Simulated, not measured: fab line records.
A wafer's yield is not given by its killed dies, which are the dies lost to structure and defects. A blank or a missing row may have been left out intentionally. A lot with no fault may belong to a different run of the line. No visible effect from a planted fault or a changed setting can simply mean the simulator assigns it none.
Split-lot experiment -- flow n5 finfet -- on a route of 1938 steps: 7 lots, 21 wafers read

== SPLIT DETAILS ==
At N5_BEOL_M2_ILD_DEP_00 (deposits SiOC from DEMS/O2, target thk 79 nm, time 15.3 s), the setting time s was moved away from the recipe's 15.3 s on 5 of the 21 wafers read, by -14.7% to -10.3%. All remaining wafers had this setting at the recipe value.

Between the split and the reading, the file records no step.

== THE READING ==
M2_ILD_THK at N5_BEOL_M2_THK_MEAS_01, in nm. Fault-free wafers of this fab line usually give 79.2 nm, standard deviation 0.92 nm.

wafer,"tool, chamber at the split","time s as run, s",against the recipe,"M2_ILD_THK, nm",against lot-mates on the recipe
L078.1,"pecvd-01, 0",15.3,recipe,78.2,-
L078.3,"pecvd-01, 2",15.3,recipe,77.5,-
L078.5,"pecvd-01, 1",15.3,recipe,78.7,-
L081.1,"pecvd-03, 2",15.3,recipe,78.9,-
L081.2,"pecvd-03, 0",13.37,-12.6%,69.7,-9.7
L081.5,"pecvd-03, 2",15.3,recipe,79.9,-
L088.3,"pecvd-03, 1",15.3,recipe,79.0,-
L088.5,"pecvd-03, 2",15.3,recipe,80.0,-
L088.6,"pecvd-03, 1",15.3,recipe,80.7,-
L093.3,"pecvd-03, 0",15.3,recipe,78.6,-
L093.5,"pecvd-03, 0",15.3,recipe,79.1,-
L093.6,"pecvd-03, 1",15.3,recipe,80.2,-
L094.1,"pecvd-01, 1",13.72,-10.3%,70.5,-7.8
L094.2,"pecvd-01, 0",15.3,recipe,78.3,-
L094.6,"pecvd-01, 0",13.72,-10.3%,71.7,-6.6
L096.1,"pecvd-01, 0",15.3,recipe,78.3,-
L096.2,"pecvd-01, 2",15.3,recipe,78.8,-
L096.6,"pecvd-01, 1",15.3,recipe,79.1,-
L097.1,"pecvd-01, 0",13.05,-14.7%,67.5,-11.9
L097.2,"pecvd-01, 2",13.05,-14.7%,66.8,-12.6
L097.5,"pecvd-01, 0",15.3,recipe,79.4,-

THE FIT
A straight line over all 21 wafers: M2_ILD_THK changes by +0.786 nm for each +1% of time s; r = +0.98; the points scatter about the line by 0.8 nm.
The same after taking each lot's own level away (the mean of its wafers on the recipe; 21 wafers): +0.787 nm for each +1%; r = +0.99; scatter 0.65 nm.
On that fit, the largest move of time s shifts the reading by 12 nm.
From 78.13 to 79.90 nm: that is the span of the lots' own levels, equal to 1.9 times the standard deviation above.
The two slopes agree, so the slope changes little with the lot-to-lot level.
Check: with one of the wafers moved furthest among these (-14.7%) left out of the fit, the line predicts -11.4 nm for it against its lot-mates. It came out at -11.9 nm against them.

== FURTHER SPLITS ON THESE WAFERS ==
Other splits were also applied to these wafers ahead of the reading. Each is held against what the fit with the lots' levels taken away leaves over:
other split on the same wafers,wafers away from the commonest value,r with M2_ILD_THK (lot level and that fit taken away)
N5_MOL_CONTACT_COAG_EXPOSE_81 dose mj,6,+0.09
N5_MOL_CONTACT_COAG_EXPOSE_37 dose mj,4,+0.58
N5_MOL_CONTACT_COAG_ETCHBACK_134 time s,6,+0.23
N5_BEOL_M0_TRENCH_ETCH_107 target depth a,6,+0.03
N5_BEOL_M0_ETCH_109 bias w,5,-0.07
N5_BEOL_M1_ETCH_64 time s,3,+0.13

== THE WHOLE CHAIN: every reading that the file lists as answering this split, in the file's order ==
step,what it does,reading,change (the file's fit),r (the file's)
N5_BEOL_M2_ILD_DEP_00,"deposits SiOC from DEMS/O2, target thk 79 nm, time 15.3 s","SiOC_of_BEOL_M2_ILD_DEP_00.thk nm (the simulator's own value, which no gauge read)",+0.781 nm for each +1% of the setting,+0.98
N5_BEOL_M2_THK_MEAS_01,,M2_ILD_THK,+0.783 for each +1% of the setting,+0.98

== THE FILE'S OWN FIT ==
M2_ILD_THK changes by +0.783 nm for each +1% of time s, r = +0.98.
